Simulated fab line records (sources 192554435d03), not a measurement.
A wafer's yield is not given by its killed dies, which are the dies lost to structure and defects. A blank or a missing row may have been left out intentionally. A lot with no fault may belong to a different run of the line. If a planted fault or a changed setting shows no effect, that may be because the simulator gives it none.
A lot that was struck, set against a sound lot + flow n5Finfet + 22 out of 1938 route steps
Sound: the wafers L203.2, L203.4, L203.6. Struck: wafer L205.1 (left out: L205.2, L205.4 of the same lot, which were not struck); the cause appears at the end.
At each step with rows: each side's tool, then ch and its chambers, then its first start. Under that, the readings that differ: sound wafers + struck wafers + difference of the means + sigmas: that difference in standard deviations of wafers without a fault.
alike: readings with means less than 2 such deviations apart, plus words and numbers identical on both sides. not compared: withheld readings, readings lacking a value on some wafer, bounds such as >300 that could conceal the same value, and numbers that have no deviation in the record and whose values overlap.
Wherever a step has rows on one side only, a row that says differs or no value, or a row with sigmas, the two part there. When numbers do not overlap yet have no deviation, they are printed without sigmas and do not part them. Lack of a reading on every wafer of one side parts them only where that side has two or more wafers.

first, 9 steps without rows for these wafers: N5_BEOL_M6_EXPOSE_08 (exposes mask M6); N5_BEOL_M6_PEB_09 (peb time 60 s); N5_BEOL_M6_DEVELOP_10 (develop time 30 s); N5_BEOL_M6_DESCUM_16 (chemistry O2, time 7.9 s); N5_BEOL_M6_ETCH_61 (etches SiARC in CF4, target depth 45.5 nm, time 75.8 s); N5_BEOL_M6_ETCH_62 (etches SOC in N2/H2, target depth 110 nm, overetch 22 nm, time 165 s); N5_BEOL_M6_STRIP_68 (strips in N2/H2); N5_BEOL_M6_STRIP_67 (strips in CF4); N5_BEOL_M6_HM_OPEN_17 (chemistry Cl2/BCl3, target TiN, target depth 20 nm, overetch 6 nm).
N5_BEOL_M6_STRIP_19: strips in O2.
  sound on rieDiel-03 ch 0,2,3, day 12 23:53; struck on rieDiel-03 ch 1, day 13 11:11
  alike: drypumpMotorCurrentA, oesProductAu, rfVppV, showerheadPlenumPTorr, throttleValvePct
  not compared: rfHoursCounterH
then, 9 steps without rows for these wafers: N5_BEOL_M6_COAT_63 (time 60 s, resist thk 60 nm); N5_BEOL_M6_COAT_64 (time 60 s, resist thk 12 nm); N5_BEOL_M6_COAT_71 (time 60 s, resist thk 5 nm); N5_BEOL_M6_COAT_22 (resist thk 30 nm); N5_BEOL_M6_EBR_24; N5_BEOL_M6_SOFTBAKE_23 (time 60 s); N5_BEOL_M6_EXPOSE_25 (exposes mask V5, target cd 40 nm); N5_BEOL_M6_PEB_26 (peb time 60 s); N5_BEOL_M6_DEVELOP_27 (develop time 30 s).
N5_BEOL_M6_INSPECT_30: inspects for defects (brightfield).
  sound on defectInspect-02 at day 13 01:58; struck on defectInspect-01 at day 13 11:48
| reading        | sound       | struck | difference | sigmas |
|----------------|-------------|--------|------------|--------|
| rawDefectCount | 745 375 416 | 1778   | +1266      | +15    |
then, 1 step without rows for these wafers: N5_BEOL_M6_DESCUM_33 (chemistry O2, time 7 s).
-- here the record skips 4 days between the struck wafers' starts before and after, leaving off in module BEOL_M6 and picking up in module PASSIVATION (first step shown: number 1936 of the route) --
N5_PASSIVATION_PROBE_49:
  sound on prober-01 at day 16 14:14; struck on prober-02 at day 17 00:43
| reading                 | sound | struck | difference | sigmas |
|-------------------------|-------|--------|------------|--------|
| defectLimitedYield (%)  | 91.3  | 78.3   | -13.0      | -9     |
| killed_at_M4_up         | 10    | 169    | +159       | +35    |
| killedDies              | 103   | 256    | +153       | +10    |
| sort_bin_5_function (%) | 5.4   | 12.3   | +6.9       | +8     |
| sort_bin_6_memory (%)   | 2.9   | 5.3    | +2.4       | +4     |
| sortNPass               | 1077  | 924    | -153       | -10    |
| sortYieldPct (%)        | 91.3  | 78.3   | -13.0      | -9     |
  alike: killed_at_M0_to_M3, killedAtContacts, killedAtFrontEnd, killedAtOther, killedOnRim, killedOpen, killedShort, sort_bin_4_leakage

WHERE THEY PART
Last at N5_PASSIVATION_PROBE_49 as far as this record goes, first at N5_BEOL_M6_INSPECT_30.

WHY: whatever the simulator had introduced
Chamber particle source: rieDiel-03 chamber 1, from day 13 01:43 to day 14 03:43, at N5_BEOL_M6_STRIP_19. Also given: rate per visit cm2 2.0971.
